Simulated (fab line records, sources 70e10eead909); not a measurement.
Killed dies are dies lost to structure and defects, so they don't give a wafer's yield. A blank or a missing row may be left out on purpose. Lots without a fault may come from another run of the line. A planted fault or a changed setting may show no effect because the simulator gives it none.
Chamber matching | flow nand_harc | NHARC_A_STAIRCASE_DESCUM_219 on rie_diel-13: 4 sister chambers
The step chemistry O2, time 3 s. 4 wafers are shown with their chamber, then 9 later ones without.

WAFERS WITH THEIR CHAMBER
wafer  | chamber | showerhead_plenum_p_Torr (Torr)
L085.6 | 3       | 1.94
L089.1 | 0       | 1.99
L089.2 | 2       | 1.89
L089.6 | 1       | 1.81

WAFERS WITHOUT THEIR CHAMBER
wafer  | showerhead_plenum_p_Torr (Torr)
L094.3 | 1.99
L094.4 | 1.99
L094.5 | 1.89
L096.1 | 1.98
L096.3 | 1.88
L096.6 | 1.88
L097.1 | 1.80
L097.4 | 1.80
L097.5 | 1.88

WHICH CHAMBER EACH WENT THROUGH
wafer  | from the rows above | in truth
L094.3 | 0                   | 0
L094.4 | 0                   | 0
L094.5 | 2                   | 2
L096.1 | 0                   | 0
L096.3 | 2                   | 2
L096.6 | 2                   | 2
L097.1 | 1                   | 1
L097.4 | 1                   | 1
L097.5 | 2                   | 2
Placed correctly: 9 of 9. Can't be placed from these rows: 0. Placed wrongly: 0.
How it was worked out, from the rows above alone: a wafer's distance from a chamber is the root of the sum, over the readings, of the square of ((its reading less the chamber's mean) divided by the reading's scatter). The wafer belongs to the nearest chamber; if the next one is less than 2 further off, it can't be placed. A chamber's mean is the mean of its shown wafers. The scatter: with one shown wafer a chamber, the root of the mean of the squares of how far each hidden wafer lies from its nearest shown one.
